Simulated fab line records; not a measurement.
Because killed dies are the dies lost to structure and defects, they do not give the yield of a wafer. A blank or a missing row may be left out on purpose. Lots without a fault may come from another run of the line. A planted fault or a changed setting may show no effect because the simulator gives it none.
Matching of chambers | flow nandHarc | NHARC_P_CONTACT_ETCH_35 on rieDiel-07: 4 sister chambers
The step etches the open film in CF4, target depth 39 nm, time 65 s. 16 wafers are shown with their chamber, then 8 later ones without.

== WAFERS PAIRED WITH THEIR CHAMBERS ==
wafer  | chamber | showerheadPlenumPTorr (Torr) | drypumpMotorCurrentA (A) | rfVppV (V)
L077.1 | 0       | 1.87                         | 5.5                      | 152.8
L077.2 | 1       | 1.71                         | 6.5                      | 149.1
L077.4 | 3       | 1.85                         | 6.0                      | 153.0
L083.3 | 2       | 1.73                         | 5.1                      | 149.9
L083.4 | 0       | 1.87                         | 5.5                      | 154.0
L083.6 | 3       | 1.85                         | 6.0                      | 153.3
L083.1 | 1       | 1.71                         | 6.4                      | 148.8
L083.2 | 3       | 1.85                         | 5.9                      | 153.1
L083.5 | 2       | 1.73                         | 5.1                      | 152.6
L085.3 | 2       | 1.73                         | 5.1                      | 150.9
L085.4 | 1       | 1.70                         | 6.4                      | 151.2
L085.6 | 3       | 1.85                         | 6.0                      | 151.7
L085.1 | 3       | 1.85                         | 6.0                      | 153.5
L085.2 | 0       | 1.87                         | 5.5                      | 150.5
L085.5 | 2       | 1.73                         | 5.1                      | 151.2
L086.1 | 1       | 1.70                         | 6.4                      | 151.5

SIGNATURES (averages over the wafers above)
reading               | chamber 0 | chamber 1 | chamber 2 | chamber 3 | scatter within a chamber
showerheadPlenumPTorr | 1.8700    | 1.7050    | 1.7300    | 1.8500    | 0.00289
drypumpMotorCurrentA  | 5.500     | 6.425     | 5.100     | 5.980     | 0.0359
rfVppV                | 152.433   | 150.150   | 151.150   | 152.920   | 1.22
Rule: a wafer lies at a distance from a chamber equal to the root of the sum of squares, over the readings, of (its reading less the chamber's mean, divided by the reading's scatter). The wafer belongs to the nearest chamber; if the next one is less than 2 further off, it can't be placed. The scatter: take each reading less its chamber's mean, square it, sum over the shown wafers, divide by the number of wafers less the number of chambers, and take the root.

== WAFERS WITH NO CHAMBER GIVEN ==
wafer  | showerheadPlenumPTorr (Torr) | drypumpMotorCurrentA (A) | rfVppV (V)
L086.4 | 1.85                         | 6.0                      | 153.4
L086.5 | 1.73                         | 5.1                      | 150.8
L093.1 | 1.73                         | 5.1                      | 150.3
L093.2 | 1.85                         | 6.0                      | 151.9
L093.3 | 1.87                         | 5.5                      | 152.6
L093.4 | 1.70                         | 6.4                      | 149.9
L093.5 | 1.85                         | 6.0                      | 152.3
L093.6 | 1.73                         | 5.1                      | 150.5

== WHICH CHAMBER EACH ONE RAN IN ==
wafer  | from the rows above | in truth
L086.4 | 3                   | 3
L086.5 | 2                   | 2
L093.1 | 2                   | 2
L093.2 | 3                   | 3
L093.3 | 0                   | 0
L093.4 | 1                   | 1
L093.5 | 3                   | 3
L093.6 | 2                   | 2
8 of 8 placed correctly. Can't be placed from these rows: 0. 0 placed wrongly.
